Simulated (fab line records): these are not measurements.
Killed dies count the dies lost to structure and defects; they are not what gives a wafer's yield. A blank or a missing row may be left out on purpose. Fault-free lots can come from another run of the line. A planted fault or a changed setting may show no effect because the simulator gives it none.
Chamber matching :: flow nandHarc :: NHARC_A_STAIRCASE_ALD_415 on aldHk-02 has 4 sister chambers
The step deposits SiO2, target thk 30 nm, pulse time 6 s, ald cycles 300. 4 wafers are shown with their chamber, then 12 later ones without.

## EACH WAFER AND ITS CHAMBER
wafer: L093.6
chamber: 1
heaterPowerW (W): 458

wafer: L093.1
chamber: 2
heaterPowerW (W): 425

wafer: L093.4
chamber: 3
heaterPowerW (W): 468

wafer: L093.5
chamber: 0
heaterPowerW (W): 376

## WAFERS MISSING THEIR CHAMBER
wafer: L094.2
heaterPowerW (W): 462

wafer: L094.4
heaterPowerW (W): 454

wafer: L094.6
heaterPowerW (W): 446

wafer: L095.2
heaterPowerW (W): 452

wafer: L095.5
heaterPowerW (W): 418

wafer: L095.6
heaterPowerW (W): 467

wafer: L097.1
heaterPowerW (W): 424

wafer: L097.2
heaterPowerW (W): 446

wafer: L097.5
heaterPowerW (W): 421

wafer: L096.1
heaterPowerW (W): 470

wafer: L096.5
heaterPowerW (W): 383

wafer: L096.6
heaterPowerW (W): 460

## CHAMBER TAKEN BY EACH
wafer: L094.2
from the rows above: can't be placed: 1 or 3
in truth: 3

wafer: L094.4
from the rows above: can't be placed: 1 or 3
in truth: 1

wafer: L094.6
from the rows above: can't be placed: 1 or 2 or 3
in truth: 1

wafer: L095.2
from the rows above: can't be placed: 1 or 3
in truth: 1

wafer: L095.5
from the rows above: 2
in truth: 2

wafer: L095.6
from the rows above: can't be placed: 3 or 1
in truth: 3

wafer: L097.1
from the rows above: 2
in truth: 2

wafer: L097.2
from the rows above: can't be placed: 1 or 2 or 3
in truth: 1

wafer: L097.5
from the rows above: 2
in truth: 2

wafer: L096.1
from the rows above: can't be placed: 3 or 1
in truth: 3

wafer: L096.5
from the rows above: 0
in truth: 0

wafer: L096.6
from the rows above: can't be placed: 1 or 3
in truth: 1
Correct placement for 4 of the 12. Unplaceable from these rows: 8, with the true chamber sitting among the candidates in 8. Wrongly placed: 0.
How it was worked out, from the rows above alone: a wafer's distance from a chamber is the root of the sum, over the readings, of the square of ((its reading less the chamber's mean) divided by the reading's scatter). The wafer belongs to the nearest chamber; if the next one is less than 2 further off, it can't be placed. A chamber's mean is the mean of its shown wafers. The scatter: root of mean squared gap, hidden wafer to nearest shown wafer, with one shown wafer a chamber.
